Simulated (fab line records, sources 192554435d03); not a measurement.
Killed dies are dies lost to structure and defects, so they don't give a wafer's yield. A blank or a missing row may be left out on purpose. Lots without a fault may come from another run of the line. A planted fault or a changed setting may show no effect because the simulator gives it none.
fab line records | flow n5_finfet
record lots=9 wafers=25 last_day=18
route steps=1938 shown GATE_CUT@474 BEOL_M4@1111
lots that met no fault: from a run of the same line without faults
start_h: hours from the record's first day to the start of the lot's first wafer shown | wait_h: hours since the lot's step before | " the same as in the row above | L1.1+2: a row that stands for several wafers | - no value, or no start given | * or withheld: withheld | < > ~ a bound
route shown NAME@n: a module of which the file shows steps, and the number in the route of the first | usual: mean/standard deviation of fault-free wafers | same: alike in all rows | chamber/n: place in a boat | sites: the reading at each site | _std_site: their standard deviation | _edge_site: outer sites' mean less inner sites' | radius_mm: how far each site lies from the wafer's centre | mask NAME#n: copy n | behind: the tool/chamber that last shaped the wafer | hold: why the lot was held/for how many hours/how that ended | device: the transistor (n, p or np) that didn't switch | end of line: the same wafers' tests at the end of the route | a step without rows: its recipe alone | killed: dies lost to structure and defects at the first sort, not the wafer's yield | map: a wafer's dies, x killed, . not, _ none there
set.NAME: the setting as run; set.NAME@STEP: as run at that earlier step | model.NAME: the simulator's own value behind a step, which no gauge read
steps of the route over a sample of lots; a table a step, a row a wafer
services: from which hour (start_h, from the record's first day; less than 0 if before it) a tool's chamber was out of use, for how many hours, and why
## steps
# step N5_GATE_CUT_PECVD_57
# recipe material=SiNx target_thk_a=210 temp_c=400 precursor=SiH4/NH3/N2 pressure_torr=1.5 rf_w=300
# usual heater_power_w=784/88 rf_fwd_power_W=297.8/0.96 showerhead_plenum_p_Torr=5.13/0.074 throttle_valve_pct=39.8/1
# columns lot.wafer tool chamber start_h wait_h heater_power_w rf_fwd_power_W showerhead_plenum_p_Torr throttle_valve_pct
L736.2 pecvd-03 2 100.55 1.1 715 298.0 5.14 40.2
L736.5 " 1 " " 816 298.5 5.00 41.5
L736.6 " 0 " " 729 295.9 5.12 39.0
L738.3 pecvd-03 1 112.68 1.1 828 297.7 4.99 41.5
L738.4 " 2 " " 758 298.3 5.14 40.2
L738.6 " 1 " " 682 298.4 5.00 41.4
L740.2 pecvd-03 2 125.81 1.1 774 297.9 5.14 40.1
L740.3 " 0 " " 751 297.5 5.14 39.2
L740.5 " 2 " " 789 296.8 5.15 40.2
L741.3 pecvd-02 1 134.18 1.1 984 297.9 5.24 39.2
L741.4 " 0 " " 866 298.0 5.15 40.1
L741.6 " 1 " " 983 298.5 5.23 39.1
L744.1 pecvd-02 0 146.32 1.1 818 297.3 5.14 39.7
L744.2 " 2 " " 771 298.2 5.17 38.6
L744.6 " 1 " " 919 297.4 5.23 38.8
L745.2 pecvd-03 0 155.97 1.1 744 297.9 5.13 39.3
L745.6 " 1 " " 832 298.3 4.99 41.5
L746.2 pecvd-03 1 162.17 1.1 837 298.1 5.02 41.6
L746.3 " 0 " " 642 299.2 5.13 39.3
L746.6 " 0 " " 670 298.6 5.12 39.3
L748.2 pecvd-03 1 175.64 1.1 748 299.8 4.99 41.2
L748.4 " 0 " " 696 296.9 5.12 39.6
L748.6 " 1 " " 747 300.1 4.99 41.4
L756.2 pecvd-02 1 222.54 1.1 968 298.4 5.23 39.2
L756.4 " 2 " " 746 296.0 5.17 39.1
# step N5_GATE_CUT_CMP_02
# recipe stop_on=SiO2 t_overpolish_s=12.7 post_cmp_clean=alkaline_brush down_force_psi=2.5 platen_rpm=51.8 pad_velocity_m_s=1.0307 target_thk_nm=0
# usual edge_zone_pressure_frac=1.000/0.0052 motor_current_A=8.8/1.1 overpolish_run_s=12.701/0.0084 time_to_endpoint_s=25/4
# columns lot.wafer tool chamber start_h wait_h edge_zone_pressure_frac motor_current_A overpolish_run_s time_to_endpoint_s
L736.2 cmp-03 2 100.62 0.1 1.007 10.7 12.698 24
L736.5 " 2 " " 0.996 10.4 12.702 26
L736.6 " 3 " " 0.995 8.5 12.699 26
L738.3 cmp-01 3 112.75 0.1 0.999 7.6 12.695 25
L738.4 " 1 " " 1.011 10.4 12.693 25
L738.6 " 0 " " 1.001 8.6 12.688 21
L740.3 cmp-01 1 125.89 0.1 1.013 10.8 12.695 21
L740.2 " 3 " " 1.005 7.6 12.702 26
L740.5 " 2 " " 0.989 9.0 12.697 31
L741.3 cmp-03 0 134.29 0.1 1.008 9.0 12.692 31
L741.4 " 1 " " 0.999 8.5 12.706 33
L741.6 " 3 " " 0.997 8.4 12.709 25
L744.2 cmp-03 2 146.47 0.1 1.009 11.0 12.700 22
L744.1 " 3 " " 1.001 9.1 12.710 25
L744.6 " 0 " " 0.998 8.5 12.714 32
L745.2 cmp-03 3 156.15 0.1 0.998 8.9 12.696 22
L745.6 " 2 " " 1.001 10.6 12.716 21
L746.3 cmp-04 2 162.29 0.1 0.996 8.4 12.716 22
L746.2 " 0 " " 1.000 9.2 12.681 25
L746.6 " 1 " " 0.995 7.5 12.695 22
L748.2 cmp-01 1 175.79 0.1 0.994 10.9 12.708 19
L748.4 " 2 " " 1.003 8.4 12.701 31
L748.6 " 0 " " 0.997 7.9 12.696 22
L756.2 cmp-01 2 222.62 0.1 1.000 9.0 12.707 28
L756.4 " 1 " " 1.003 9.8 12.706 20
# step N5_GATE_CUT_DESCUM_18
# recipe chemistry=O2 time_s=7 source_power_w=50 bias_power_w=20 pressure_mtorr=20 rf_frequency_hz=2.712e+07 temp_c=40 resist=CAR-EUV o2_flow_sccm=225
# usual drypump_motor_current_A=6.0/0.33 oes_product_au=0.79/0.1 rf_fwd_power_W=49.38/0.29 rf_vpp_V=242.9/1.4 showerhead_plenum_p_Torr=2.07/0.068 throttle_valve_pct=20.41/0.27
# columns lot.wafer tool chamber start_h wait_h drypump_motor_current_A oes_product_au rf_fwd_power_W rf_hours_counter_h rf_vpp_V showerhead_plenum_p_Torr throttle_valve_pct
L736.2 rie_diel-01 2 101.42 0.0 6.0 0.74 49.50 139 245.5 2.17 20.51
L736.5 " 1 " " 6.1 0.97 49.36 - 244.3 2.07 20.50
L736.6 " 2 " " 6.0 0.73 49.61 - 245.3 2.17 20.50
L738.3 rie_diel-02 0 113.54 0.0 6.7 0.92 49.42 30 244.1 2.15 20.08
L738.4 " 1 " " 5.7 0.76 49.47 137 242.0 2.02 20.91
L738.6 " 3 " " 5.8 0.76 49.09 - 241.7 1.99 20.07
L740.2 rie_diel-01 2 126.68 0.0 6.0 0.73 49.79 146 245.0 2.17 20.50
L740.3 " 3 " " 5.9 0.73 49.72 184 243.8 2.06 20.30
L740.5 " 2 " " 6.0 0.71 49.77 - 245.2 2.17 20.52
L741.3 rie_diel-02 2 135.22 0.1 5.7 0.67 49.31 229 243.1 1.96 20.66
L741.4 " 1 " " 5.7 0.76 49.92 144 242.6 2.02 20.92
L741.6 " 1 " " 5.7 0.75 49.59 - 241.3 2.02 20.91
L744.1 rie_diel-01 1 147.18 0.0 6.1 0.93 49.59 18 243.1 2.06 20.55
L744.2 " 3 " " 5.9 0.72 49.19 191 242.4 2.06 20.33
L744.6 " 2 " " 6.0 0.72 49.53 - 244.4 2.17 20.52
L745.2 rie_diel-02 1 157.00 0.0 5.7 0.75 49.75 151 241.8 2.02 20.92
L745.6 " 3 " " 5.8 0.74 49.51 - 241.6 1.98 20.09
L746.2 rie_diel-01 3 163.16 0.0 5.9 0.72 49.50 197 242.0 2.06 20.33
L746.3 " 2 " " 6.0 0.72 49.39 158 244.7 2.16 20.54
L746.6 " 0 " " 6.2 0.97 48.81 - 242.8 2.10 19.86
L748.2 rie_diel-01 0 176.63 0.0 6.2 0.97 48.58 7 243.9 2.10 19.86
L748.4 " 2 " " 6.0 0.72 49.65 162 242.6 2.16 20.54
L748.6 " 1 " " 6.0 0.91 49.21 - 241.7 2.06 20.56
L756.2 rie_diel-03 2 223.42 0.0 6.6 0.71 48.76 230 242.5 2.09 20.56
L756.4 " 0 " " 5.3 0.79 49.11 123 243.2 2.12 20.45
# step N5_GATE_CUT_ETCH_28
# recipe chemistry=N2/H2 target=underlayer target_depth_a=130 mask_material=CAR-EUV time_s=10.4 ion_energy_ev=200 pressure_mtorr=30 source_w=840 bias_w=150 n2_flow_sccm=200 h2_flow_sccm=200 ends=cleared
# usual drypump_motor_current_A=6.0/0.33 etch_rf_on_time_s=10.4/0.34 n2_flow_sccm=200.0/0.59 oes_product_au=0.67/0.08 rf_fwd_power_W=819.2/2.5 rf_vpp_V=523.4/2.4 showerhead_plenum_p_Torr=2.52/0.078 throttle_valve_pct=17.84/0.28
# columns lot.wafer tool chamber start_h wait_h drypump_motor_current_A etch_rf_on_time_s n2_flow_sccm oes_product_au rf_fwd_power_W rf_hours_counter_h rf_vpp_V showerhead_plenum_p_Torr throttle_valve_pct
L736.2 rie_diel-01 2 101.45 0.0 6.0 10.1 199.6 0.65 822.0 139 527.7 2.64 17.97
L736.5 " 1 " " 6.0 10.7 200.7 0.82 822.7 - 523.3 2.50 17.76
L736.6 " 2 " " 6.0 10.1 200.0 0.65 817.8 - 527.4 2.64 17.97
L738.3 rie_diel-02 0 113.58 0.0 6.7 10.0 200.6 0.78 820.7 30 524.5 2.59 17.29
L738.4 " 1 " " 5.8 10.4 199.0 0.65 820.0 137 520.5 2.42 18.03
L738.6 " 3 " " 5.8 10.3 200.9 0.65 819.0 - 522.6 2.44 17.75
L740.2 rie_diel-01 2 126.71 0.0 6.0 10.1 200.6 0.64 822.6 146 528.2 2.64 17.99
L740.3 " 3 " " 5.9 10.9 199.7 0.61 819.3 184 524.4 2.53 17.98
L740.5 " 2 " " 6.0 10.1 200.0 0.65 819.1 - 526.2 2.64 17.99
L741.3 rie_diel-02 2 135.26 0.0 5.7 9.9 200.0 0.60 823.1 229 519.9 2.41 18.27
L741.4 " 1 " " 5.7 10.6 199.8 0.63 818.9 144 519.8 2.42 18.04
L741.6 " 1 " " 5.7 10.7 199.5 0.62 816.2 - 521.2 2.42 18.05
L744.1 rie_diel-01 1 147.22 0.0 6.1 10.7 199.0 0.79 816.5 18 520.9 2.49 17.79
L744.2 " 3 " " 5.9 10.9 200.1 0.60 816.0 191 523.0 2.52 18.01
L744.6 " 2 " " 6.0 10.2 200.5 0.64 817.6 - 526.3 2.63 18.01
L745.2 rie_diel-02 1 157.03 0.0 5.8 10.7 200.4 0.62 816.1 151 520.3 2.42 18.06
L745.6 " 3 " " 5.9 10.5 200.8 0.63 819.2 - 520.9 2.43 17.73
L746.2 rie_diel-01 3 163.20 0.0 5.9 11.0 199.6 0.60 822.7 197 523.8 2.52 18.03
L746.3 " 2 " " 6.0 10.1 200.1 0.63 816.9 158 526.5 2.63 18.02
L746.6 " 0 " " 6.2 10.5 199.2 0.82 822.2 - 525.6 2.57 17.34
L748.2 rie_diel-01 0 176.66 0.0 6.2 6.7 199.6 1.06 822.2 7 525.9 2.57 17.39
L748.4 " 2 " " 6.0 10.1 200.6 0.62 820.6 162 526.8 2.63 18.01
L748.6 " 1 " " 6.1 10.6 199.3 0.77 817.5 - 522.6 2.49 17.81
L756.2 rie_diel-03 2 223.46 0.0 6.6 10.3 200.8 0.60 820.8 230 523.0 2.50 17.94
L756.4 " 0 " " 5.3 10.5 200.6 0.67 821.4 123 524.4 2.54 17.68
# step N5_BEOL_M4_RC_MEAS_101
# usual DIBL_N=36.1/2 DIBL_P=36.3/2.5 IOFF_N=0.16/0.037 IOFF_P=0.21/0.039 ION_N=678/15 ION_P=465/8.7 SS_N=71.4/0.7 SS_P=73.3/0.74 VT_N=249/3.6 VT_P=-250.0/2.9
# columns lot.wafer tool chamber start_h wait_h DIBL_N[mV/V] DIBL_P[mV/V] IOFF_N[nA/um] IOFF_P[nA/um] ION_N[uA/um] ION_P[uA/um] SS_N[mV/dec] SS_P[mV/dec] VT_N[mV] VT_P[mV]
L736.2 prober-02 0 181.22 0.2 33.3 30.4 0.09 0.15 643 452 70.6 72.3 257 -252.8
L736.5 " 0 " " 36.9 35.9 0.14 0.21 684 470 71.0 72.7 250 -250.1
L736.6 " 0 " " 33.6 30.2 0.09 0.14 642 443 70.6 71.8 258 -255.9
L738.3 prober-02 0 198.11 0.3 36.2 37.4 0.16 0.21 679 463 71.7 73.2 249 -253.5
L738.4 " 0 " " 34.6 35.8 0.13 0.18 671 466 71.1 72.5 256 -253.8
L738.6 " 0 " " 37.3 39.0 0.19 0.23 688 467 72.2 74.0 250 -251.7
L740.2 prober-02 0 199.78 0.2 32.3 30.4 0.09 0.14 653 459 70.1 71.2 257 -253.7
L740.3 " 0 " " 34.5 33.9 0.12 0.18 666 465 71.4 73.0 251 -250.1
L740.5 " 0 " " 37.8 38.5 0.17 0.25 672 467 71.9 73.8 248 -247.8
L741.3 prober-02 0 233.23 0.3 38.9 40.1 0.20 0.21 675 456 72.3 73.5 250 -253.0
L741.4 " 0 " " 35.9 37.6 0.15 0.18 673 453 71.5 72.7 252 -254.6
L741.6 " 0 " " 36.7 38.4 0.16 0.19 670 452 72.0 72.8 252 -253.3
L744.1 prober-01 0 255.86 0.0 34.2 32.9 0.12 0.19 666 463 70.9 72.2 253 -250.1
L744.2 " 0 " " 35.7 34.2 0.14 0.20 675 466 71.2 73.9 252 -249.2
L744.6 " 0 " " 39.3 38.5 0.20 0.28 667 456 73.3 73.9 247 -248.1
L745.2 prober-02 0 256.44 0.2 38.8 41.2 0.25 0.32 705 485 72.3 73.9 243 -243.5
L745.6 " 0 " " 38.7 39.1 0.23 0.27 697 474 72.0 73.4 244 -249.4
L746.2 prober-02 0 275.26 0.2 38.2 39.3 0.20 0.22 691 468 72.0 73.3 247 -249.6
L746.3 " 0 " " 39.7 41.3 0.26 0.26 715 482 72.2 74.2 241 -246.2
L746.6 " 0 " " 39.1 40.2 0.21 0.24 680 459 72.0 74.2 245 -248.8
L748.2 prober-02 0 285.04 0.7 38.7 38.7 0.22 0.25 690 463 72.0 74.1 246 -247.5
L748.4 " 0 " " 37.1 37.5 0.20 0.23 690 469 71.7 72.8 246 -248.3
L748.6 " 0 " " 38.4 39.5 0.22 0.27 697 469 72.0 74.3 242 -247.3
L756.2 prober-02 0 313.26 0.2 34.2 34.1 0.13 0.18 676 466 70.1 73.3 251 -251.3
L756.4 " 0 " " 36.9 37.5 0.16 0.23 672 468 71.6 74.1 251 -249.1
## services
# columns tool chamber start_h hours kind
cmp-04 - 80.10 20.2 pm
pecvd-03 - 107.65 2.9 repair
pecvd-03 1 113.51 2.1 scheduled_down
rie_diel-02 2 114.71 9.7 repair
cmp-03 - 119.44 0.9 repair
cmp-04 - 140.74 4.0 pm
rie_diel-01 0 143.73 - clean
rie_diel-01 0 143.73 - consumable_replace:focus_ring
rie_diel-01 0 143.73 12.9 scheduled_down
rie_diel-01 0 143.73 12.9 vent_cycle
cmp-01 - 147.27 0.3 repair
cmp-01 - 151.92 1.6 repair
pecvd-03 0 152.39 2.1 scheduled_down
pecvd-03 2 154.52 5.5 scheduled_down
rie_diel-02 3 159.82 13.2 repair
pecvd-02 2 161.44 4.7 repair
pecvd-02 - 161.88 9.5 repair
cmp-04 - 171.47 3.7 pm
rie_diel-01 - 185.38 2.8 pm
cmp-03 - 185.96 4.0 pm
pecvd-03 2 202.38 - clean
pecvd-03 2 202.38 - consumable_replace:showerhead
cmp-03 - 202.86 7.1 pm
rie_diel-01 1 203.57 9.8 repair
## key
first_sign step=N5_GATE_CUT_ETCH_28 reading=etch_rf_on_time_s direction=down sigmas=11 usual=* struck=*
effect step=N5_GATE_CUT_ETCH_28 reading=oes_product_au direction=up sigmas=4.9 usual=0.67 struck=1.06
met_at N5_GATE_CUT_ETCH_28
struck_lots L748
struck_wafers L748.2
not_acting_at N5_GATE_CUT_PECVD_57,N5_GATE_CUT_CMP_02,N5_GATE_CUT_DESCUM_18
onset_between 163.20 176.66
fault kind=process_parameter_drift tool=rie_diel-01 chamber=0 onset_h=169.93 steps=N5_GATE_CUT_ETCH_28 channel=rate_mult offset=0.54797 shape=step end_h=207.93
